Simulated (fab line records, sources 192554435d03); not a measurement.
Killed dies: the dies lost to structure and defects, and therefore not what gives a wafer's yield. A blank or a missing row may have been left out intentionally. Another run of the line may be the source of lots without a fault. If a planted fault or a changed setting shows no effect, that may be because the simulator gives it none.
A lot that was struck, set against a sound lot :: flow n5_finfet :: 17 steps out of a route of 1938
Sound: the wafers L196.1, L196.3, L196.6. Struck: wafer L207.2 (left out: L207.6, a lot-mate that was not struck); the cause follows at the end.
Each step with rows lists, per side, the tool, then ch with its chambers, then its first start. Under that, the readings that differ: sound wafers :: struck wafers :: difference of the means :: sigmas: that difference in standard deviations of wafers without a fault.
alike: readings with means less than 2 such deviations apart, plus words and numbers identical on both sides. not compared: withheld readings, readings lacking a value on some wafer, bounds such as >300 that could conceal the same value, and numbers that have no deviation in the record and whose values overlap.
The two part at a step that has a row with sigmas, a row that says differs or no value, or rows on one side only. Numbers that have no deviation but don't overlap get no sigmas and don't part them. A reading missing from all wafers of one side parts the sides only when that side holds two or more wafers.

first, 4 steps without rows for these wafers: N5_BEOL_M6_HM_STRIP_39 (strips TiN in peroxide tin strip, target depth 25 nm, time 158 s); N5_BEOL_M6_SRD_40 (time 30 s); N5_BEOL_M6_PRECLEAN_42 (cleans in residue remover, time 60 s); N5_BEOL_M6_SRD_43 (time 30 s).
N5_BEOL_M6_CD_MEAS_35: target cd 40 nm, target cd y 28 nm.
  sound on cd_sem-01 at day 10 20:02; struck on cd_sem-03 at day 13 03:16
  alike: cd_nm
N5_BEOL_M6_CURE_75: cures SiCOH lowk, time 120 s.
  sound on uv_cure-01 ch 0, day 10 20:04; struck on uv_cure-01 ch 1, day 13 03:21
  alike: lamp_power_pct, wafer_temp_C_max
N5_BEOL_M6_DEGAS_44: time 60 s.
  sound on pvd_sputter-01 at day 10 20:43; struck on pvd_sputter-02 at day 13 03:39
  alike: heater_power_w
N5_BEOL_M6_PRE_CLEAN_45: time 30 s.
  sound on pvd_sputter-01 at day 10 20:46; struck on pvd_sputter-02 at day 13 03:41
  alike: heater_power_w
N5_BEOL_M6_ALD_77: deposits TaN, target thk 2 nm, pulse time 2 s, purge time 3 s.
  sound on ald_metal-01 ch 2,3, day 10 20:50; struck on ald_metal-04 ch 1, day 13 03:52
reading: precursor_vessel_carrier_sccm (sccm)
sound: 997.1 997.4 999.2
struck: 1005.9
difference: +8.0
sigmas: +3
  alike: heater_power_w
then, 2 steps without rows for these wafers: N5_BEOL_M6_SURFACE_TREAT_79; N5_BEOL_M6_CVD_78 (deposits Co from CCTBA/H2, target thk 2 nm, time 142.3 s).
N5_BEOL_M6_SPUTTER_48: material Cu, target thk 10 nm, time 1.667 s.
  sound on pvd_sputter-01 at day 10 21:40; struck on pvd_sputter-03 at day 13 04:32
  alike: chuck_sensor_temp_C, throttle_valve_pct
N5_BEOL_M6_ECD_50: material Cu, target thk 300 nm.
  sound on ecd_cu-02 ch 0,1, day 10 21:47; struck on ecd_cu-02 ch 0, day 13 04:39
reading: model.Cu_of_BEOL_M6_ECD_50.thk_nm (nm)
sound: 294.4 300.2 300.4
struck: 184
difference: -114
sigmas: 
then, 1 step without rows for these wafers: N5_BEOL_M6_ANNEAL_51 (time 90 s).
N5_BEOL_M6_CMP_52: polishes, stops on SiCOH lowk, t overpolish 6.9 s, target thk 80 nm.
  sound on cmp-02 ch 2,3, day 10 22:16; struck on cmp-02 ch 2, day 13 06:12
reading: edge_zone_pressure_frac
sound: 0.989 1.005 0.983
struck: 1.009
difference: +0.017
sigmas: +3

reading: time_to_endpoint_s (s)
sound: 63.5 61.9 62.3
struck: 33.8
difference: -28.8
sigmas: -10
  alike: motor_current_A, slurry_filter_dp_kPa
N5_BEOL_M6_THK_MEAS_53: measures by xrf.
  sound on film_metro-02 at day 10 22:34; struck on film_metro-02 at day 13 06:28
  alike: M6_THK
N5_PASSIVATION_PROBE_49:
  the record holds rows for the sound wafers here (prober-01, day 14 20:22) but none for the struck ones

== WHERE THEY PART ==
Last at N5_PASSIVATION_PROBE_49 as far as this record goes, first at N5_BEOL_M6_ALD_77.

WHY: whatever the simulator had introduced
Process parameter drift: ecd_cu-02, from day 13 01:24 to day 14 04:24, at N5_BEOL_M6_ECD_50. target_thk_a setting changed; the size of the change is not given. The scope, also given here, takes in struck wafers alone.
